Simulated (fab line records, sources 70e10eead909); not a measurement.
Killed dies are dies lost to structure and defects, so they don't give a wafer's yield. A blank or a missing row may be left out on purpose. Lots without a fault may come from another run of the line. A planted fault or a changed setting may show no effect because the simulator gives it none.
Chamber matching | flow nand_harc | NHARC_A_CHANNEL_FILL_D1_ETCHBACK_20 on rie_diel-03: 4 sister chambers
The step etches the open film in C4F8/O2/Ar, target depth 27 nm, time 13.5 s. 4 wafers are shown with their chamber, then 12 later ones without.

WAFERS WITH THEIR CHAMBER
wafer  | chamber | rf_vpp_V (V)
L084.3 | 2       | 982
L084.5 | 3       | 972
L086.5 | 1       | 974
L086.6 | 0       | 979

WAFERS WITHOUT THEIR CHAMBER
wafer  | rf_vpp_V (V)
L088.1 | 972
L088.4 | 979
L088.6 | 978
L087.1 | 975
L087.4 | 972
L087.6 | 982
L093.2 | 983
L093.4 | 982
L093.5 | 979
L096.1 | 981
L096.3 | 978
L096.6 | 975

WHICH CHAMBER EACH WENT THROUGH
wafer  | from the rows above     | in truth
L088.1 | 3                       | 3
L088.4 | 0                       | 0
L088.6 | 0                       | 0
L087.1 | 1                       | 1
L087.4 | 3                       | 3
L087.6 | 2                       | 2
L093.2 | 2                       | 2
L093.4 | 2                       | 2
L093.5 | 0                       | 0
L096.1 | can't be placed: 2 or 0 | 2
L096.3 | 0                       | 0
L096.6 | 1                       | 1
Placed correctly: 11 of 12. Can't be placed from these rows: 1 (the true chamber is among the candidates in 1). Placed wrongly: 0.
How it was worked out, from the rows above alone: a wafer's distance from a chamber is the root of the sum, over the readings, of the square of ((its reading less the chamber's mean) divided by the reading's scatter). The wafer belongs to the nearest chamber; if the next one is less than 2 further off, it can't be placed. A chamber's mean is the mean of its shown wafers. The scatter: with one shown wafer a chamber, the root of the mean of the squares of how far each hidden wafer lies from its nearest shown one.
